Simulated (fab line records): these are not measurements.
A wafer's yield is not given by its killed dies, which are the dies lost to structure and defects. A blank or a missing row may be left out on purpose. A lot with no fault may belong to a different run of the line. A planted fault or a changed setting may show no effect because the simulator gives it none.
fab line records / flow n5Finfet
record lots=4 wafers=12 lastDay=17
route steps=1938 shown BEOL_M7@1320 BEOL_M8@1332 PASSIVATION@1936
lots that met no fault: from a run of the same line without faults
startH: start of the lot's first displayed wafer, in hours after the record's first day / waitH: time in hours since the lot's previous step / " identical to the entry in the row above / L1.1+2: a single row standing in for several wafers / - no value, or no start was given / * or withheld: withheld / < > ~ a bound
route shown NAME@n: names a module that has steps shown in the file, with the first one's number in the route / usual: average and standard deviation across the fault-free wafers / same: alike in all rows / chamber/n: place in a boat / sites: readings site by site / _std_site: how widely they spread, as a standard deviation / _edge_site: outer sites' mean less inner sites' / radiusMm: for every site, how far away it sits from the centre of the wafer / mask NAME#n: copy n / behind: the most recent tool/chamber to have shaped the wafer / hold: what put the lot on hold/how long, in hours/how the hold closed / device: names the non-switching transistor (n, p or np) / end of line: the route-end tests of the same wafers / for a step that has no rows: nothing shown but its recipe / killed: dies lost to structure and defects at the first sort, not the wafer's yield / map: shows each die of a wafer: x if killed, . if not, _ if none is there
set.NAME: the setting the step ran with; set.NAME@STEP: the setting that earlier step ran with / model.NAME: the simulator's own value behind a step, which no gauge read
a table for each step, a row for each wafer; lots at some steps of the route
services: the hour from which a tool's chamber was out of use, counted from the record's first day as startH (under 0 if before that day), plus the number of hours and why
## steps
# step N5_BEOL_M7_ALD_77
# recipe material=TaN targetThkA=20 tempC=275 aldPrecursorFamily=PDMAT aldCoReactant=NH3 pressureTorr=3 carrierFlowSccm=1500 pulseTimeS=2 purgeTimeS=3 coReactantPurgeTimeS=2 coReactantPulseTimeS=3 aldCycles=40 precursorVesselTempC=75 precursorVesselPressureTorr=26.25 precursorVesselCarrierSccm=1000
# step N5_BEOL_M7_SURFACE_TREAT_79
# recipe gas=Ar timeS=* ionEnergyEv=* ionCurrentMaCm2=0.5 pressureMtorr=* arFlowSccm=30
# step N5_BEOL_M7_CVD_78
# recipe material=Co targetThkA=20 tempC=withheld precursor=CCTBA/H2 pressureTorr=30 timeS=142.3
# step N5_BEOL_M7_SPUTTER_48
# recipe material=Cu targetThkA=100 tempC=-20 biasV=60 powerW=26000 chamberPressurePa=0.13 timeS=1.667
# step N5_BEOL_M7_ECD_50
# recipe material=Cu targetThkA=3000
# step N5_BEOL_M7_ANNEAL_51
# recipe tempC=225 timeS=90 ambient=N2
# step N5_BEOL_M7_CMP_52
# recipe stopOn=SiCOH_lowk tOverpolishS=6.9 downForcePsi=1 platenRpm=50 clearingPlatenDownForcePsi=1.5 clearingPlatenRpm=50 postCmpClean=cuAlkaline targetThkNm=80 clearingPlatenPadVelocityMS=0.99484 padVelocityMS=0.99484
# step N5_BEOL_M7_PRE_CLEAN_55
# recipe gas=NH3 timeS=15 tempC=withheld rfPowerW=300
# step N5_BEOL_M7_DEP_56
# recipe material=SiCN targetThkA=100 tempC=withheld precursor=3MS/NH3 pressureTorr=3 rfW=202 timeS=17.5
# step N5_BEOL_M8_ILD_DEP_00
# recipe material=SiCOH_lowk targetThkA=1797.5 tempC=300 precursor=DEMS/porogen pressureTorr=5 rfW=500 timeS=33.4
# usual heaterPowerW=285/30 showerheadPlenumPTorr=5.740/0.011 throttleValvePct=14.0/0.84
lot.wafer=L917.1 tool=pecvd-01 chamber=0 startH=254.53 waitH=0.0 heaterPowerW=286 showerheadPlenumPTorr=5.742 sinceWetCleanH=1321 throttleValvePct=14.0 model.SiCOH_lowk_of_BEOL_M8_ILD_DEP_00.thkNm=179.8
lot.wafer=L917.2 tool=pecvd-01 chamber=1 startH=254.53 waitH=0.0 heaterPowerW=336 showerheadPlenumPTorr=5.729 sinceWetCleanH=2046 throttleValvePct=15.0 model.SiCOH_lowk_of_BEOL_M8_ILD_DEP_00.thkNm=180.8
lot.wafer=L917.6 tool=pecvd-01 chamber=1 startH=254.53 waitH=0.0 heaterPowerW=346 showerheadPlenumPTorr=5.719 sinceWetCleanH=- throttleValvePct=15.0 model.SiCOH_lowk_of_BEOL_M8_ILD_DEP_00.thkNm=185.6
lot.wafer=L919.1 tool=pecvd-01 chamber=2 startH=258.95 waitH=0.0 heaterPowerW=271 showerheadPlenumPTorr=5.734 sinceWetCleanH=571 throttleValvePct=14.4 model.SiCOH_lowk_of_BEOL_M8_ILD_DEP_00.thkNm=179.6
lot.wafer=L919.3 tool=pecvd-01 chamber=0 startH=258.95 waitH=0.0 heaterPowerW=262 showerheadPlenumPTorr=5.736 sinceWetCleanH=1325 throttleValvePct=14.2 model.SiCOH_lowk_of_BEOL_M8_ILD_DEP_00.thkNm=115.8
lot.wafer=L919.6 tool=pecvd-01 chamber=1 startH=258.95 waitH=0.0 heaterPowerW=315 showerheadPlenumPTorr=5.744 sinceWetCleanH=- throttleValvePct=15.1 model.SiCOH_lowk_of_BEOL_M8_ILD_DEP_00.thkNm=182
lot.wafer=L921.4 tool=pecvd-01 chamber=2 startH=262.55 waitH=0.1 heaterPowerW=269 showerheadPlenumPTorr=5.730 sinceWetCleanH=- throttleValvePct=14.0 model.SiCOH_lowk_of_BEOL_M8_ILD_DEP_00.thkNm=179.6
lot.wafer=L921.5 tool=pecvd-01 chamber=1 startH=262.55 waitH=0.1 heaterPowerW=297 showerheadPlenumPTorr=5.745 sinceWetCleanH=- throttleValvePct=15.0 model.SiCOH_lowk_of_BEOL_M8_ILD_DEP_00.thkNm=117.2
lot.wafer=L921.6 tool=pecvd-01 chamber=0 startH=262.55 waitH=0.1 heaterPowerW=267 showerheadPlenumPTorr=5.738 sinceWetCleanH=- throttleValvePct=13.8 model.SiCOH_lowk_of_BEOL_M8_ILD_DEP_00.thkNm=180.6
lot.wafer=L927.1 tool=pecvd-04 chamber=0 startH=328.21 waitH=0.0 heaterPowerW=259 showerheadPlenumPTorr=5.751 sinceWetCleanH=1032 throttleValvePct=14.8 model.SiCOH_lowk_of_BEOL_M8_ILD_DEP_00.thkNm=179
lot.wafer=L927.2 tool=pecvd-04 chamber=1 startH=328.21 waitH=0.0 heaterPowerW=344 showerheadPlenumPTorr=5.742 sinceWetCleanH=1757 throttleValvePct=14.8 model.SiCOH_lowk_of_BEOL_M8_ILD_DEP_00.thkNm=175.8
lot.wafer=L927.5 tool=pecvd-04 chamber=1 startH=328.21 waitH=0.0 heaterPowerW=343 showerheadPlenumPTorr=5.731 sinceWetCleanH=- throttleValvePct=14.9 model.SiCOH_lowk_of_BEOL_M8_ILD_DEP_00.thkNm=182.4
# step N5_BEOL_M8_CURE_74
# recipe tempC=385 timeS=240 ambient=He/Ar material=SiCOH_lowk
# step N5_BEOL_M8_THK_MEAS_01
# recipe reads=SiCOH_lowk_of_BEOL_M8_ILD_DEP_00
# usual M8_ILD_THK=154.9/1.9
lot.wafer=L917.1 tool=filmMetro-01 chamber=- startH=255.10 waitH=0.4 M8_ILD_THK[nm]=155.0
lot.wafer=L917.2 tool=filmMetro-01 chamber=- startH=255.10 waitH=0.4 M8_ILD_THK[nm]=155.9
lot.wafer=L917.6 tool=filmMetro-01 chamber=- startH=255.10 waitH=0.4 M8_ILD_THK[nm]=160.2
lot.wafer=L919.1 tool=filmMetro-01 chamber=- startH=259.53 waitH=0.4 M8_ILD_THK[nm]=154.8
lot.wafer=L919.3 tool=filmMetro-01 chamber=- startH=259.53 waitH=0.4 M8_ILD_THK[nm]=99.4
lot.wafer=L919.6 tool=filmMetro-01 chamber=- startH=259.53 waitH=0.4 M8_ILD_THK[nm]=156.9
lot.wafer=L921.4 tool=filmMetro-01 chamber=- startH=263.34 waitH=0.2 M8_ILD_THK[nm]=154.8
lot.wafer=L921.5 tool=filmMetro-01 chamber=- startH=263.34 waitH=0.2 M8_ILD_THK[nm]=100.6
lot.wafer=L921.6 tool=filmMetro-01 chamber=- startH=263.34 waitH=0.2 M8_ILD_THK[nm]=155.9
lot.wafer=L927.1 tool=filmMetro-02 chamber=- startH=328.79 waitH=0.4 M8_ILD_THK[nm]=154.5
lot.wafer=L927.2 tool=filmMetro-02 chamber=- startH=328.79 waitH=0.4 M8_ILD_THK[nm]=151.5
lot.wafer=L927.5 tool=filmMetro-02 chamber=- startH=328.79 waitH=0.4 M8_ILD_THK[nm]=157.5
# step N5_BEOL_M8_PECVD_70
# recipe material=SiO2 targetThkA=200 tempC=400 precursor=TEOS/O2 pressureTorr=5.5 rfW=450 teosFlowSccm=53.8 gas=O2 flowSccm=3000 timeS=22.7
# step N5_BEOL_M8_HM_DEP_02
# recipe material=TiN targetThkA=200 tempC=25 chamberPressurePa=0.49996
# step N5_BEOL_M8_COAT_59
# recipe resist=SOC tempC=250 timeS=60 spinRpm=1500 resistThkNm=100
# step N5_BEOL_M8_COAT_60
# recipe resist=SiARC tempC=220 timeS=60 spinRpm=1500 resistThkNm=35
# step N5_BEOL_M8_COAT_05
# recipe resist=CAR-ArF spinRpm=1500 resistThkNm=90
# step N5_BEOL_M8_EBR_07
# recipe solvent=PGMEA ebrWidthMm=1.5
# step N5_BEOL_M8_SOFTBAKE_06
# recipe tempC=110 timeS=60 resist=CAR-ArF
# step N5_BEOL_M8_EXPOSE_08
# recipe maskId=M8 na=1.35 sourceShape=dipole sigmaInner=0.817 sigmaOuter=0.97 polarization=te doseMj=68.25
# step N5_BEOL_M8_PEB_09
# recipe pebTempC=withheld pebTimeS=60 resist=CAR-ArF
# step N5_BEOL_M8_DEVELOP_10
# recipe developTimeS=30 developer=TMAH resist=CAR-ArF rinseLiquid=diw dry=airSpin devTempC=23
# step N5_BEOL_M8_DESCUM_16
# recipe chemistry=O2 timeS=7.9 sourcePowerW=50 biasPowerW=20 pressureMtorr=20 rfFrequencyHz=2.712e+07 tempC=40 resist=CAR-ArF o2FlowSccm=225
# step N5_BEOL_M8_ETCH_61
# recipe chemistry=CF4 target=SiARC targetDepthA=455 maskMaterial=CAR-ArF timeS=75.8 ionEnergyEv=80 pressureMtorr=40 sourceW=545 biasW=36 Ar_flow_sccm=100 cf4FlowSccm=100 ends=cleared
# step N5_BEOL_M8_ETCH_62
# recipe chemistry=N2/H2 target=SOC targetDepthA=1100 overetchA=220 maskMaterial=SiARC tempC=40 timeS=165 ionEnergyEv=200 pressureMtorr=30 sourceW=840 biasW=150 n2FlowSccm=200 h2FlowSccm=200
# step N5_BEOL_M8_STRIP_68
# recipe chemistry=N2/H2 tempC=40 n2FlowSccm=200 h2FlowSccm=200 rfFrequencyHz=6e+07
# step N5_BEOL_M8_STRIP_67
# recipe chemistry=CF4 resist=SiARC powerW=300 biasPowerW=75 pressureMtorr=50 cf4FlowSccm=150 rfFrequencyHz=6e+07
# step N5_BEOL_M8_HM_OPEN_17
# recipe chemistry=Cl2/BCl3 targetDepthA=200 overetchA=60 target=TiN maskMaterial=SOC ionEnergyEv=150 pressureMtorr=10 icpW=1000 biasW=126 Cl2_flow_sccm=53.25 bcl3FlowSccm=21.75 Ar_flow_sccm=25
# step N5_BEOL_M8_STRIP_19
# recipe chemistry=O2 powerW=400 tempC=40 pressureMtorr=30 rfFrequencyHz=6e+07 biasPowerW=0 overashFraction=0.2 o2FlowSccm=225
# step N5_BEOL_M8_COAT_63
# recipe resist=SOC tempC=250 timeS=60 spinRpm=1500 resistThkNm=60
# step N5_BEOL_M8_COAT_64
# recipe resist=SiARC tempC=220 timeS=60 spinRpm=1500 resistThkNm=12
# step N5_BEOL_M8_COAT_71
# recipe resist=underlayer tempC=205 timeS=60 spinRpm=1500 resistThkNm=5
# step N5_BEOL_M8_COAT_22
# recipe resist=CAR-EUV spinRpm=1500 resistThkNm=30
# step N5_BEOL_M8_EBR_24
# recipe solvent=PGMEA ebrWidthMm=1.5
# step N5_BEOL_M8_SOFTBAKE_23
# recipe tempC=110 timeS=60 resist=CAR-EUV
# step N5_BEOL_M8_CMP_52
# recipe stopOn=SiCOH_lowk tOverpolishS=6.9 downForcePsi=1 platenRpm=50 clearingPlatenDownForcePsi=1.5 clearingPlatenRpm=50 postCmpClean=cuAlkaline targetThkNm=80 clearingPlatenPadVelocityMS=0.99484 padVelocityMS=0.99484
# usual motorCurrentA=6.0/0.6
lot.wafer=L917.1 tool=cmp-01 chamber=3 startH=261.99 waitH=0.3 motorCurrentA=6.1 model.SiCOH_lowk_of_BEOL_M8_ILD_DEP_00.thkNm=152
lot.wafer=L917.2 tool=cmp-01 chamber=0 startH=261.99 waitH=0.3 motorCurrentA=5.9 model.SiCOH_lowk_of_BEOL_M8_ILD_DEP_00.thkNm=153
lot.wafer=L917.6 tool=cmp-01 chamber=2 startH=261.99 waitH=0.3 motorCurrentA=5.7 model.SiCOH_lowk_of_BEOL_M8_ILD_DEP_00.thkNm=157.2
lot.wafer=L919.3 tool=cmp-01 chamber=2 startH=264.60 waitH=0.3 motorCurrentA=5.4 model.SiCOH_lowk_of_BEOL_M8_ILD_DEP_00.thkNm=96.4
lot.wafer=L919.1 tool=cmp-01 chamber=3 startH=264.60 waitH=0.3 motorCurrentA=5.8 model.SiCOH_lowk_of_BEOL_M8_ILD_DEP_00.thkNm=151.8
lot.wafer=L919.6 tool=cmp-01 chamber=3 startH=264.60 waitH=0.3 motorCurrentA=5.8 model.SiCOH_lowk_of_BEOL_M8_ILD_DEP_00.thkNm=154
lot.wafer=L921.4 tool=cmp-04 chamber=2 startH=269.97 waitH=0.2 motorCurrentA=6.1 model.SiCOH_lowk_of_BEOL_M8_ILD_DEP_00.thkNm=151.8
lot.wafer=L921.5 tool=cmp-04 chamber=0 startH=269.97 waitH=0.2 motorCurrentA=8.2 model.SiCOH_lowk_of_BEOL_M8_ILD_DEP_00.thkNm=97.8
lot.wafer=L921.6 tool=cmp-04 chamber=1 startH=269.97 waitH=0.2 motorCurrentA=6.1 model.SiCOH_lowk_of_BEOL_M8_ILD_DEP_00.thkNm=152.8
lot.wafer=L927.2 tool=cmp-02 chamber=3 startH=335.11 waitH=0.2 motorCurrentA=6.0 model.SiCOH_lowk_of_BEOL_M8_ILD_DEP_00.thkNm=148.6
lot.wafer=L927.1 tool=cmp-02 chamber=0 startH=335.11 waitH=0.2 motorCurrentA=5.0 model.SiCOH_lowk_of_BEOL_M8_ILD_DEP_00.thkNm=151.4
lot.wafer=L927.5 tool=cmp-02 chamber=3 startH=335.11 waitH=0.2 motorCurrentA=6.1 model.SiCOH_lowk_of_BEOL_M8_ILD_DEP_00.thkNm=154.4
# step N5_PASSIVATION_PROBE_49
# usual defectLimitedYield=91.3/1.4 killed_at_M0_to_M3=35/11 killed_at_M4_up=14/5.4 killedAtContacts=12/6.2 killedAtFrontEnd=38/11 killedAtOther=4.1/2.8 killedDies=103/17 killedOpen=66/13 killedShort=34/8.2 sort_bin_5_function=5.1/0.89 sort_bin_6_memory=3.3/0.72 sortNPass=1077/17 sortYieldPct=91.3/1.4
# same grossDies=1180 killedAtBackSide=0 sort_bin_4_leakage[%]=0 sort_bin_8_speed[%]=0
lot.wafer=L919.3 tool=prober-01 chamber=- startH=342.77 waitH=0.1 defectLimitedYield[%]=87.4 killed_at_M0_to_M3=27 killed_at_M4_up=78 killedAtContacts=10 killedAtFrontEnd=33 killedAtOther=1 killedDies=149 killedOpen=49 killedShort=28 sort_bin_5_function[%]=4.2 sort_bin_6_memory[%]=2.3 sortNPass=1031 sortYieldPct[%]=87.4
lot.wafer=L921.5 tool=prober-02 chamber=- startH=346.17 waitH=0.2 defectLimitedYield[%]=89.5 killed_at_M0_to_M3=18 killed_at_M4_up=30 killedAtContacts=5 killedAtFrontEnd=69 killedAtOther=2 killedDies=124 killedOpen=71 killedShort=40 sort_bin_5_function[%]=6.4 sort_bin_6_memory[%]=2.8 sortNPass=1056 sortYieldPct[%]=89.5
# killed by level:class
L919.3 BEOL_M8:areaDep=69 MOL_CONTACT_COAG:geometricParticle:open=9 FIN_SAQP:geometricParticle:short=7 STI_FIN_REVEAL:geometricParticle:open=7 BEOL_M2:geometricParticle:open=7 DUMMY_GATE:geometricParticle:open=5 BEOL_M0_SAQP:geometricParticle:open=5 GATE_CUT:geometricParticle:short=4
L921.5 FIN_SAQP:geometricParticle:open=19 STI_FIN_REVEAL:geometricParticle:open=12 FIN_SAQP:geometricParticle:short=10 BEOL_M8:areaDep=8 GATE_CUT:geometricParticle:short=5 BEOL_M3:geometricParticle:open=5 BEOL_M4:geometricParticle:open=5 ILD0:geometricParticle:open=4
## services
tool=pecvd-04 chamber=- startH=249.40 hours=0.3 kind=repair
tool=cmp-02 chamber=- startH=253.86 hours=1.7 kind=repair
tool=cmp-02 chamber=- startH=263.48 hours=4.0 kind=pm
tool=cmp-01 chamber=- startH=264.83 hours=4.0 kind=pm
tool=pecvd-04 chamber=0 startH=267.41 hours=5.0 kind=scheduledDown
tool=cmp-02 chamber=- startH=267.48 hours=- kind=consumableReplace:conditioner
tool=cmp-02 chamber=- startH=267.48 hours=- kind=consumableReplace:pad
tool=cmp-01 chamber=- startH=268.83 hours=- kind=consumableReplace:conditioner
tool=cmp-01 chamber=- startH=268.83 hours=- kind=consumableReplace:pad
tool=pecvd-01 chamber=1 startH=277.97 hours=7.5 kind=repair
tool=cmp-01 chamber=- startH=278.43 hours=11.6 kind=pm
tool=cmp-02 chamber=- startH=282.39 hours=0.8 kind=repair
tool=pecvd-04 chamber=- startH=292.55 hours=1.2 kind=repair
tool=pecvd-01 chamber=2 startH=297.85 hours=5.0 kind=scheduledDown
tool=cmp-04 chamber=- startH=299.89 hours=2.2 kind=repair
tool=cmp-01 chamber=- startH=333.78 hours=6.5 kind=pm
## key
firstSign step=N5_BEOL_M8_THK_MEAS_01 reading=M8_ILD_THK direction=down sigmas=28 usual=154.9 struck=100.0
effect step=N5_PASSIVATION_PROBE_49 reading=killed_at_M4_up direction=up sigmas=7.5 usual=14 struck=54
modelEffect step=N5_BEOL_M8_ILD_DEP_00 value=SiCOH_lowk_of_BEOL_M8_ILD_DEP_00.thkNm without=179.6 struck=116.5
modelEffect step=N5_BEOL_M8_CMP_52 value=SiCOH_lowk_of_BEOL_M8_ILD_DEP_00.thkNm without=151.9 struck=97.1
moreKillsBornAt N5_BEOL_M8_ILD_DEP_00@pecvd-01=77
metAt N5_BEOL_M8_ILD_DEP_00
struckWafers L919.3,L921.5
onsetBetween 254.53 258.95
fault kind=processParameterDrift tool=pecvd-01 chamber=- onsetH=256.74 steps=N5_BEOL_M8_ILD_DEP_00 channel=timeS offset=* shape=step endH=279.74 scope=struckWafersOnly actsIn=* stated=*
